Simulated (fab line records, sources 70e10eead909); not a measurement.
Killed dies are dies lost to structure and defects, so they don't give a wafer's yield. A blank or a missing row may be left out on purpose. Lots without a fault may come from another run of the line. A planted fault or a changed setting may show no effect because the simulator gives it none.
A struck lot beside a sound one | flow nand_harc | 15 steps out of a route of 1302
Sound: wafers L800.2, L800.5, L800.6. Struck: wafers L813.3, L813.5, L813.6. The cause comes at the end.
At each step with rows: each side's tool, then ch and its chambers, then its first start. Under that, the readings that differ: sound wafers | struck wafers | difference of the means | sigmas: that difference in standard deviations of wafers without a fault.
alike: readings whose means differ by less than 2 such deviations, and words and numbers that are the same on both sides. not compared: withheld readings, readings that some wafer has no value for, bounds like >300 that may hide the same value, and numbers for which the record gives no deviation and whose values overlap.
The two part at a step that has a row with sigmas, a row that says differs or no value, or rows on one side only. Numbers that don't overlap but have no deviation are shown without sigmas and don't part them. A reading that every wafer of one side lacks parts them only if that side has two wafers or more.

first, 3 steps without rows for these wafers: NHARC_THIN_TSV_EXPOSE_09 (exposes mask TSV); NHARC_THIN_TSV_PEB_10 (peb time 85 s); NHARC_THIN_TSV_DEVELOP_11 (time 70 s).
NHARC_THIN_TSV_CD_MEAS_12: target cd 1000 nm.
  sound on cd_sem-01 ch 0, day 24 11:06; struck on cd_sem-03 ch 0, day 29 15:05
  reading    | sound                | struck            | difference | sigmas
  cd_nm (nm) | 1002.9 1002.6 1004.7 | 999.1 999.6 999.4 | -4.0       | -3
then, 1 step without rows for these wafers: NHARC_THIN_TSV_HARDBAKE_13 (time 80 s).
NHARC_THIN_TSV_DESCUM_14: chemistry O2, time 3 s.
  sound on rie_diel-13 ch 0,1,3, day 24 11:17; struck on rie_diel-02 ch 0,2,3, day 29 15:16
  alike: drypump_motor_current_A, oes_product_au, rf_vpp_V, showerhead_plenum_p_Torr, throttle_valve_pct
  not compared: rf_hours_counter_h
NHARC_THIN_TSV_ETCH_44: etches the open film in CF4/O2, target depth 1594.2 nm, time 797.1 s.
  sound on rie_diel-13 ch 0,3, day 24 11:24; struck on rie_diel-02 ch 1,2,3, day 29 15:26
  alike: drypump_motor_current_A, oes_product_au, rf_vpp_V, showerhead_plenum_p_Torr, throttle_valve_pct
  not compared: rf_hours_counter_h
NHARC_THIN_TSV_ETCH_15: target depth 3000 nm, bosch target overetch cycles 2, bosch etch step 2.8 s.
  sound on rie_si-01 ch 0,1,3, day 24 11:57; struck on rie_si-01 ch 0,2,3, day 29 15:56
  alike: drypump_motor_current_A
  not compared: rf_hours_counter_h
NHARC_THIN_TSV_CD_MEAS_16:
  sound on cd_sem-01, day 24 12:05; struck on cd_sem-01, day 29 16:02
  reading    | sound                | struck             | difference | sigmas
  cd_nm (nm) | 1003.1 1004.1 1004.9 | 999.0 1000.4 999.8 | -4.3       | -3
NHARC_THIN_TSV_STRIP_45: strips in O2.
  sound on plasma_asher-01 ch 0,1, day 24 12:13; struck on plasma_asher-01 ch 0,1, day 29 16:12
  alike: drypump_motor_current_A, heater_power_w
  not compared: rf_hours_counter_h
then, 2 steps without rows for these wafers: NHARC_THIN_TSV_STRIP_46 (strips in post etch residue remover, time 1200 s); NHARC_THIN_TSV_DEP_47 (deposits SiO2, target thk 200 nm).
NHARC_THIN_TSV_ETCHBACK_48: etches the open film in C4F8/Ar, target depth 1028.5 nm, time 405.17 s.
  sound on rie_diel-13 ch 2,3, day 24 13:23; struck on rie_diel-02 ch 0,1,3, day 29 17:23
  no value came back on the struck wafers for bias_w (W), chamber_pressure_mTorr (mTorr), oes_product_au (a.u.), rf_vpp_V (V); on the sound wafers bias_w (W) reads 301.5 300.3 301.4
  not compared: rf_hours_counter_h
NHARC_THIN_TSV_STRIP_62: strips in N2/H2, time 20 s.
  sound on plasma_asher-01 ch 0,1, day 24 13:43; struck on plasma_asher-01 ch 0,1, day 29 17:44
  alike: drypump_motor_current_A, heater_power_w
  not compared: rf_hours_counter_h
NHARC_END_SORT_01:
  sound on prober-02 ch 0, day 25 04:28; struck on prober-02 ch 0, day 30 06:20
  reading                  | sound          | struck                                                                  | difference                   | sigmas
  hold                     | - - -          | await_dispo/12.5h/scrap await_dispo/12.5h/scrap await_dispo/12.5h/scrap | no value on the sound wafers |
  defect_limited_yield (%) | 95.4 97.0 95.6 | 0 0 0                                                                   | -96                          | -33
  killed_at_array          | 27 14 29       | 67 67 59                                                                | +41                          | +2
  killed_at_other          | 1 3 0          | 600 599 613                                                             | +603                         | +99 or more
  killed_at_periphery      | 3 3 1          | 10 11 5                                                                 | +6                           | +2
  killed_dies              | 31 20 30       | 677 677 677                                                             | +650                         | +32
  alike: killed_open, killed_short

WHERE THEY PART
First at NHARC_THIN_TSV_CD_MEAS_12; last, within this record, at NHARC_END_SORT_01.

WHY: what the simulator had put in
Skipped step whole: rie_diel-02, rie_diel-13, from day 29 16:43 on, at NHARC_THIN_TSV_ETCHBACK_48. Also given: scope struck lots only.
